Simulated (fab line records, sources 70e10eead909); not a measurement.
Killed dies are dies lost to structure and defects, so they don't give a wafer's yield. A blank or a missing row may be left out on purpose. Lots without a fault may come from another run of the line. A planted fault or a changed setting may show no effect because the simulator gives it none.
Chamber matching | flow nand_harc | NHARC_A_STAIRCASE_ALD_415 on ald_hk-03: 4 sister chambers
The step deposits SiO2, target thk 30 nm, pulse time 6 s, ald cycles 300. 16 wafers are shown with their chamber, then 8 later ones without.

WAFERS WITH THEIR CHAMBER
wafer  | chamber | heater_power_w (W) | precursor_pulse_height_rel
L076.1 | 3       | 418                | 1.008
L076.4 | 2       | 579                | 0.984
L076.6 | 2       | 584                | 1.004
L083.2 | 1       | 457                | 1.023
L083.4 | 3       | 433                | 0.996
L083.5 | 1       | 451                | 1.004
L086.1 | 1       | 446                | 1.000
L086.2 | 2       | 534                | 1.027
L086.3 | 3       | 425                | 0.997
L086.4 | 0       | 489                | 1.017
L086.5 | 0       | 487                | 0.998
L086.6 | 3       | 423                | 0.985
L091.2 | 2       | 530                | 1.020
L091.4 | 3       | 432                | 1.015
L091.6 | 3       | 426                | 0.984
L091.1 | 0       | 484                | 0.987

SIGNATURES (means of the wafers above)
reading                    | chamber 0 | chamber 1 | chamber 2 | chamber 3 | scatter within a chamber
heater_power_w             | 486.67    | 451.33    | 556.75    | 426.17    | 15
precursor_pulse_height_rel | 1.00067   | 1.00900   | 1.00875   | 0.99750   | 0.0148
Rule: a wafer's distance from a chamber is the root of the sum, over the readings, of the square of ((its reading less the chamber's mean) divided by the reading's scatter). The wafer belongs to the nearest chamber; if the next one is less than 2 further off, it can't be placed. The scatter: the root of (the sum of the squares of (reading less its chamber's mean) over the shown wafers, divided by (wafers less chambers)).

WAFERS WITHOUT THEIR CHAMBER
wafer  | heater_power_w (W) | precursor_pulse_height_rel
L091.3 | 455                | 1.006
L091.5 | 514                | 0.969
L089.1 | 425                | 1.020
L089.3 | 459                | 1.028
L089.6 | 495                | 0.985
L094.1 | 545                | 1.003
L094.4 | 462                | 0.989
L094.6 | 534                | 1.015

WHICH CHAMBER EACH WENT THROUGH
wafer  | from the rows above          | in truth
L091.3 | can't be placed: 1 or 3 or 0 | 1
L091.5 | can't be placed: 0 or 2      | 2
L089.1 | can't be placed: 3 or 1      | 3
L089.3 | can't be placed: 1 or 0 or 3 | 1
L089.6 | 0                            | 0
L094.1 | 2                            | 2
L094.4 | can't be placed: 1 or 0 or 3 | 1
L094.6 | can't be placed: 2 or 0      | 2
Placed correctly: 2 of 8. Can't be placed from these rows: 6 (the true chamber is among the candidates in 6). Placed wrongly: 0.
